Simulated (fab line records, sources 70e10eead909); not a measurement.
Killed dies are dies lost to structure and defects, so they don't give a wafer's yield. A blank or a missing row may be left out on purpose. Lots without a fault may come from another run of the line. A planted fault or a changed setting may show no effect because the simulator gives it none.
Chamber matching | flow nand_harc | NHARC_A_WL_FILL_ETCHBACK_26 on rie_si-04: 4 sister chambers
The step etches the open film in HBr, target depth 52 nm, time 13.3 s. 8 wafers are shown with their chamber, then 8 later ones without.

WAFERS WITH THEIR CHAMBER
wafer  | chamber | he_backside_leak_sccm (sccm) | oes_product_au (a.u.)
L074.4 | 3       | 2.64                         | 0.977
L079.5 | 0       | 2.65                         | 0.994
L078.3 | 2       | 2.41                         | 0.999
L078.4 | 2       | 2.39                         | 0.989
L082.1 | 1       | 2.70                         | 1.004
L082.2 | 3       | 2.88                         | 0.987
L082.4 | 0       | 2.66                         | 0.999
L085.1 | 1       | 2.85                         | 0.994

WAFERS WITHOUT THEIR CHAMBER
wafer  | he_backside_leak_sccm (sccm) | oes_product_au (a.u.)
L085.2 | 2.64                         | 1.002
L085.4 | 2.66                         | 0.979
L088.2 | 2.79                         | 0.992
L088.4 | 2.45                         | 0.980
L088.5 | 2.96                         | 0.995
L096.1 | 2.82                         | 1.003
L096.3 | 3.13                         | 1.000
L096.5 | 2.80                         | 1.000

WHICH CHAMBER EACH WENT THROUGH
wafer  | from the rows above          | in truth
L085.2 | can't be placed: 0 or 1 or 2 | 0
L085.4 | can't be placed: 3 or 0      | 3
L088.2 | can't be placed: 1 or 0 or 3 | 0
L088.4 | can't be placed: 2 or 3 or 0 | 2
L088.5 | can't be placed: 1 or 3 or 0 | 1
L096.1 | can't be placed: 1 or 0      | 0
L096.3 | can't be placed: 1 or 3 or 0 | 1
L096.5 | can't be placed: 1 or 0      | 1
Placed correctly: 0 of 8. Can't be placed from these rows: 8 (the true chamber is among the candidates in 8). Placed wrongly: 0.
How it was worked out, from the rows above alone: a wafer's distance from a chamber is the root of the sum, over the readings, of the square of ((its reading less the chamber's mean) divided by the reading's scatter). The wafer belongs to the nearest chamber; if the next one is less than 2 further off, it can't be placed. A chamber's mean is the mean of its shown wafers. The scatter: the root of (the sum of the squares of (reading less its chamber's mean) over the shown wafers, divided by (wafers less chambers)).
